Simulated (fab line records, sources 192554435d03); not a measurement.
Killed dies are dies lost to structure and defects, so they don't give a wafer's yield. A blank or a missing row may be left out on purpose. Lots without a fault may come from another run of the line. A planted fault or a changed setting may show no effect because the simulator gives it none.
Problem report in the 8D (eight disciplines) form, filled by code | flow n5_finfet | the parts of the form that need people (team, actions taken, sign-off) are left out

1. THE PROBLEM
M2_THK at N5_BEOL_M2_THK_MEAS_53 reads a mean of 147.4 nm on 3 wafers of 2 lots; wafers without a fault read 39.0 nm with a standard deviation of 1.2. That is +90 standard deviations from the usual mean.
The step: measures by xrf.
First seen on wafer L107.3, day 9 18:25, on film_metro-01. The record holds 27 wafers of 9 lots with a number at this step. Rule for "out", or "out of limits": more than 4 standard deviations from the usual mean. The other wafers with a number count as sound.

2. WHAT IT IS AND WHAT IT IS NOT
question                    | is                     | is not
which readings at this step | M2_THK                 | -
which lots                  | L106, L107             | L101, L104, L110, L111, L112, L113, L118
which wafers of those lots  | L106.3, L106.4, L107.3 | L106.6, L107.1, L107.5
read on which gauges        | film_metro-01          | film_metro-02
when                        | from day 9 18:25       | up to then (8 sound wafers); but 16 sound wafers of L106, L110, L111, L112, L113, L118 came after

3. SUSPECTS, AND WHAT RULES EACH OUT
Counting: a tool at a process step up to the reading stays a suspect if it ran every lot that is out. Sound lots after the first of them don't rule it out here, since some wafers of a struck lot are sound.
- the gauge at N5_BEOL_M2_THK_MEAS_53: ruled out. All the wafers that are out were read on film_metro-01, but those of them that N5_BEOL_M2_CMP_52 has rows for are out there too, on other tools.
- pvd_sputter-01 at N5_BEOL_M2_ANNEAL_82 (time 240 s): kept. It ran every lot that is out, first L107 (day 9 15:53).
- pvd_sputter-01 at N5_BEOL_M2_ANNEAL_89 (time 240 s): kept. It ran every lot that is out, first L107 (day 9 16:20).
- cmp-02 at N5_BEOL_M2_CMP_52 (polishes, stops on SiOC, t overpolish 6.8 s, target thk 40 nm): kept. It ran every lot that is out, first L107 (day 9 18:08); its last sound lot up to then is L104 (day 8 23:07). Its own readings are out on those wafers: barrier_field_endpoint_s, overpolish_run_s, time_to_endpoint_s.
Left after counting: pvd_sputter-01 at N5_BEOL_M2_ANNEAL_82, pvd_sputter-01 at N5_BEOL_M2_ANNEAL_89, cmp-02 at N5_BEOL_M2_CMP_52.

4. THE CAUSE (what the simulator had put in)
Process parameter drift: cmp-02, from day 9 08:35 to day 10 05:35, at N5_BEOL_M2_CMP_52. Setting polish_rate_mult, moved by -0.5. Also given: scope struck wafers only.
Counting left 3 suspects, and this tool is among them.

5. THE CHAIN OF EFFECTS, in route order
Each row: a reading whose mean over the struck wafers that have a number lies more than 3 standard deviations from the usual. Only readings for which the record gives a usual standard deviation are gone through. hours: the time from each lot's start at the first step in this table that gives one to its start at this step, as a median over the lots. sigmas: the change in usual standard deviations.
hours | step                    | reading                  | usual   | on struck wafers | change | sigmas
0     | N5_BEOL_M2_CMP_52       | barrier_field_endpoint_s | 24.5 s  | 41.1             | +16.6  | +31
0     | N5_BEOL_M2_CMP_52       | overpolish_run_s         | 6.799 s | 0.043            | -6.756 | -99 or more
0     | N5_BEOL_M2_CMP_52       | time_to_endpoint_s       | 61.5 s  | 81.0             | +19.5  | +8.5
0     | N5_BEOL_M2_THK_MEAS_53  | M2_THK                   | 39.0 nm | 147.4            | +108.4 | +90
1     | N5_BEOL_M2_INSPECT_59   | raw_defect_count         | 67      | 5827             | +5760  | +99 or more
119   | N5_PASSIVATION_PROBE_49 | defect_limited_yield     | 91.4 %  | 0.0              | -91.4  | -61
119   | N5_PASSIVATION_PROBE_49 | killed_at_M0_to_M3       | 31      | 1100             | +1069  | +97
119   | N5_PASSIVATION_PROBE_49 | killed_dies              | 101     | 1180             | +1079  | +60
119   | N5_PASSIVATION_PROBE_49 | killed_on_rim            | 13      | 152              | +139   | +35
119   | N5_PASSIVATION_PROBE_49 | sort_n_pass              | 1079    | 0                | -1079  | -60
119   | N5_PASSIVATION_PROBE_49 | sort_yield_pct           | 91.4 %  | 0.0              | -91.4  | -61
The process steps in it:
- N5_BEOL_M2_CMP_52: polishes, stops on SiOC, t overpolish 6.8 s, target thk 40 nm.
- N5_PASSIVATION_PROBE_49

6. WHAT WOULD HAVE CAUGHT IT SOONER
In this record the first reading out of limits at a measuring or inspecting step was taken at day 9 18:25, 10 hours after the fault began at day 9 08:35.
The tool's own readings at N5_BEOL_M2_CMP_52 were out on every struck wafer that the step has a row for (barrier_field_endpoint_s, overpolish_run_s, time_to_endpoint_s): an alarm limit on them would have fired on the first of those.
Of the lots that are out (2), L106 began N5_BEOL_M2_CMP_52 on cmp-02 after day 9 18:25. A hold on the tool at that time would have spared it.
